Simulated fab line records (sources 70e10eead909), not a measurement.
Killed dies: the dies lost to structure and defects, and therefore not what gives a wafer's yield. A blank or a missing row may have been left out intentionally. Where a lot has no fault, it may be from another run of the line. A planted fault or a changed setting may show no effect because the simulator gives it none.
One fault through the eyes of 2 desks + flow nandHarc + each desk holds nothing but its own numbers, with what lay behind them at the end

THE TOOL OWNER'S DESK: rieDiel-02
The tool's own readings at NHARC_P_M1_ETCH_35 (etches the open film in N2/H2, target depth 40 nm, overetch 12 nm, time 43.94 s): means of the sampled wafers that have a number, for each lot that ran on this tool. If a lot's mean is further than 4 standard deviations from the usual mean, the lot is out of limits and carries the mark OUT (the distance appears in the brackets).
Columns: A = drypumpMotorCurrentA at NHARC_P_M1_ETCH_35, usual 5.6 A; B = oesProductAu at NHARC_P_M1_ETCH_35, usual 1.001 a.u.; C = rfVppV at NHARC_P_M1_ETCH_35, usual 430.6 V; D = showerheadPlenumPTorr at NHARC_P_M1_ETCH_35, usual 2.05 Torr; E = throttleValvePct at NHARC_P_M1_ETCH_35, usual 14.171 %
| lot  | first seen here | A   | B     | C     | D    | E      |
|------|-----------------|-----|-------|-------|------|--------|
| L971 | day 6 14:52     | 5.5 | 1.007 | 427.5 | 1.96 | 14.164 |
| L985 | day 12 18:19    | 5.5 | 1.002 | 430.6 | 2.02 | 14.179 |
Finding of this desk: none of the 2 lots has anything out of limits.

METROLOGY DESK
Lot by lot, what the gauges showed, no matter which tool ran the lot: averages of those sampled wafers that carry a number. If a lot's mean is further than 4 standard deviations from the usual mean, the lot is out of limits and carries the mark OUT (the distance appears in the brackets).
Columns: A = cdNm at NHARC_A_BONDPAD_CD_MEAS_13, usual 499.2 nm
| lot  | first seen here | A     |
|------|-----------------|-------|
| L970 | day 22 23:53    | 498.4 |
| L971 | day 23 19:42    | 498.1 |
| L973 | day 23 22:06    | 499.8 |
| L974 | day 24 11:12    | 499.6 |
| L975 | day 25 21:53    | 499.3 |
| L978 | day 27 02:34    | 499.1 |
| L985 | day 29 06:23    | 498.8 |
| L986 | day 29 08:53    | 500.9 |
| L989 | day 30 07:50    | 499.1 |
| L988 | day 30 15:31    | 501.0 |
| L990 | day 31 12:07    | 499.0 |
| L991 | day 32 01:56    | 497.6 |
| L993 | day 32 08:57    | 497.9 |
Finding of this desk: none of the 13 lots has anything out of limits.

ALL TOGETHER
Nothing out of limits was seen by the tool owner's desk.
At the metrology desk, nothing out of limits was observed.

WHAT THE SIMULATOR HAD INSERTED
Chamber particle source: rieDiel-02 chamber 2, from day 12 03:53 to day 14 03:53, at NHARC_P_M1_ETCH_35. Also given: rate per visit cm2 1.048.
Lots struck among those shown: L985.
